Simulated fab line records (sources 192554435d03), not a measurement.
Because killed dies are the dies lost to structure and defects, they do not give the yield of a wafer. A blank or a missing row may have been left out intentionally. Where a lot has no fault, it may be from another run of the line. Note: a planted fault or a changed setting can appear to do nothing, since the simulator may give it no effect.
3 desks, one fault | flow n5 finfet | numbers are kept per desk, each desk with only its own; the story behind them comes last

== THE TOOL OWNER'S DESK: rie diel-06 ==
The tool's own readings at N5_FIN_SAQP_ETCH_69 (etches SOC in N2/H2, stops on SiNx, target depth 150 nm): means of the sampled wafers that have a number, for each lot that ran on this tool. A lot is out of limits, marked OUT, if its mean lies more than 4 standard deviations from the usual mean; the brackets give that distance.
Columns: A = drypump motor current A at N5_FIN_SAQP_ETCH_69, usual 5.7 A; B = n2 flow sccm at N5_FIN_SAQP_ETCH_69, usual 200.0 sccm; C = oes product au at N5_FIN_SAQP_ETCH_69, usual 0.78 a.u.; D = rf vpp V at N5_FIN_SAQP_ETCH_69, usual 241.3 V; E = showerhead plenum p Torr at N5_FIN_SAQP_ETCH_69, usual 2.58 Torr; F = throttle valve pct at N5_FIN_SAQP_ETCH_69, usual 17.82 %
lot  | first seen here | A   | B     | C    | D     | E    | F
L969 | day 2 13:42     | 6.3 | 200.7 | 0.75 | 241.6 | 2.61 | 17.83
L972 | day 3 06:56     | 5.5 | 200.3 | 0.82 | 241.4 | 2.54 | 17.85
L976 | day 4 07:49     | 5.6 | 199.7 | 0.80 | 241.0 | 2.56 | 17.67
L989 | day 7 13:10     | 6.1 | 200.0 | 0.72 | 241.9 | 2.56 | 17.95
This desk's finding: nothing out of limits on any of the 4 lots.

== FROM THE METROLOGY DESK ==
What the gauges read, lot by lot, whatever tool the lot ran on: means of the sampled wafers that have a number. A lot is out of limits, marked OUT, if its mean lies more than 4 standard deviations from the usual mean; the brackets give that distance. Shown here are 7 of its 10 readings, the ones lying furthest out on some lot.
Columns: A = DIBL_N at N5_BEOL_M4_RC_MEAS_101, usual 35.8 mV/V; B = DIBL_P at N5_BEOL_M4_RC_MEAS_101, usual 36.0 mV/V; C = IOFF_P at N5_BEOL_M4_RC_MEAS_101, usual 0.21 nA/um; D = ION_N at N5_BEOL_M4_RC_MEAS_101, usual 673 uA/um; E = ION_P at N5_BEOL_M4_RC_MEAS_101, usual 462 uA/um; F = SS_P at N5_BEOL_M4_RC_MEAS_101, usual 73.2 mV/dec; G = VT_P at N5_BEOL_M4_RC_MEAS_101, usual -250 mV
lot  | first seen here | A    | B    | C    | D   | E   | F    | G
L969 | day 8 23:57     | 36.7 | 38.9 | 0.29 | 683 | 473 | 73.8 | -242
L972 | day 9 06:33     | 33.9 | 34.7 | 0.18 | 670 | 456 | 72.7 | -252
L976 | day 10 08:57    | 35.6 | 36.2 | 0.20 | 682 | 466 | 72.9 | -250
L979 | day 11 00:41    | 34.6 | 34.1 | 0.19 | 666 | 457 | 72.5 | -250
L984 | day 12 11:53    | 35.8 | 36.7 | 0.20 | 671 | 459 | 73.5 | -251
L988 | day 13 14:24    | 38.0 | 38.7 | 0.22 | 671 | 462 | 73.9 | -250
L989 | day 13 14:36    | 34.9 | 34.1 | 0.18 | 672 | 461 | 72.4 | -253
This desk's finding: nothing out of limits on any of the 7 lots.

== THE DEFECT DESK ==
What the inspections along the route counted, lot by lot: means of the sampled wafers that have a number. A lot is out of limits, marked OUT, if its mean lies more than 4 standard deviations from the usual mean; the brackets give that distance.
Columns: A = raw defect count at N5_FIN_SAQP_INSPECT_40, usual 214; B = raw defect count at N5_FIN_CUT_INSPECT_10, usual 39; C = raw defect count at N5_FIN_CUT_INSPECT_17, usual 215
lot  | first seen here | A              | B             | C
L969 | day 2 15:23     | 204            | 31            | 187
L972 | day 3 08:38     | 387            | 257 (+20) OUT | 407
L976 | day 4 09:13     | 467 (+4.3) OUT | 274 (+21) OUT | 470 (+4.2) OUT
L979 | day 5 02:37     | 185            | 36            | 213
L984 | day 6 08:28     | 175            | 37            | 151
L988 | day 7 08:14     | 179            | 32            | 185
L989 | day 7 14:34     | 160            | 33            | 139
This desk's verdict: out of limits on L972, L976, starting with L972 at day 3 09:02 (raw defect count at N5_FIN_CUT_INSPECT_10). Within limits: L969, L979, L984, L988, L989.

== BROUGHT TOGETHER ==
The defect desk could have raised an alarm at day 3 09:02, on L972, L976.
The tool owner's desk saw nothing out of limits.
At the metrology desk, nothing out of limits was observed.
Tool owner's desk: L972, L976 on record, inside its limits.
The metrology desk has L972, L976 on record, within its limits.
On rie diel-06, each named lot ran N5_FIN_SAQP_ETCH_69.

== WHAT HAD BEEN PUT IN BY THE SIMULATOR ==
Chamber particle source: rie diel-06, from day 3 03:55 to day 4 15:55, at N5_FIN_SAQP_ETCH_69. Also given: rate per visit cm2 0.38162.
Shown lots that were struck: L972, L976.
Hours from the fault's start to each desk's first reading out of limits: the defect desk, 5.
